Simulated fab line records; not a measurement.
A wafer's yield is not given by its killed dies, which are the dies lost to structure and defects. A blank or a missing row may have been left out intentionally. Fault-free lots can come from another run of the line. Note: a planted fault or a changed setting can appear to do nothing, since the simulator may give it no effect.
Matching of chambers ; flow nand-harc ; NHARC_P_M0_CMP_23 on cmp-01: 4 sister chambers
The step polishes, t overpolish 20 s, target thk 117.53 nm. 8 wafers are shown with their chamber, then 8 later ones without.

== WAFERS PAIRED WITH THEIR CHAMBERS ==
wafer;chamber;motor-current-A (A);time-to-endpoint-s (s)
L081.2;2;12.7;24.2
L084.1;1;11.8;26.1
L084.2;2;12.2;25.8
L087.6;1;12.4;26.2
L089.4;3;11.4;34.0
L089.5;0;14.3;25.6
L089.6;3;10.6;27.4
L090.1;0;13.2;24.1

== WAFERS WITHOUT THEIR CHAMBER ==
wafer;motor-current-A (A);time-to-endpoint-s (s)
L090.4;11.5;28.2
L090.5;11.2;27.1
L095.3;11.6;26.1
L095.4;14.3;26.0
L095.6;11.5;23.9
L096.1;11.7;26.8
L096.2;11.1;29.2
L096.6;12.6;26.6

== THE CHAMBER EACH PASSED THROUGH ==
wafer;from the rows above;in truth
L090.4;can't be placed: 3 or 1 or 2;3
L090.5;can't be placed: 3 or 1 or 2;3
L095.3;can't be placed: 1 or 2 or 3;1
L095.4;0;0
L095.6;can't be placed: 1 or 2 or 3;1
L096.1;can't be placed: 1 or 2 or 3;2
L096.2;can't be placed: 3 or 1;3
L096.6;can't be placed: 2 or 1 or 0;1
Correctly placed: 1 of 8. Cannot be placed on the basis of these rows: 7; the candidates contain the true chamber in 7. Number placed wrongly: 0.
How it was worked out, from the rows above alone: a wafer's distance from a chamber is the root of the sum, over the readings, of the square of ((its reading less the chamber's mean) divided by the reading's scatter). The wafer belongs to the nearest chamber; if the next one is less than 2 further off, it can't be placed. A chamber's mean is the mean of its shown wafers. The scatter is the square root of a quotient: the sum, over the shown wafers, of each reading's squared deviation from its chamber's mean, divided by wafers minus chambers.
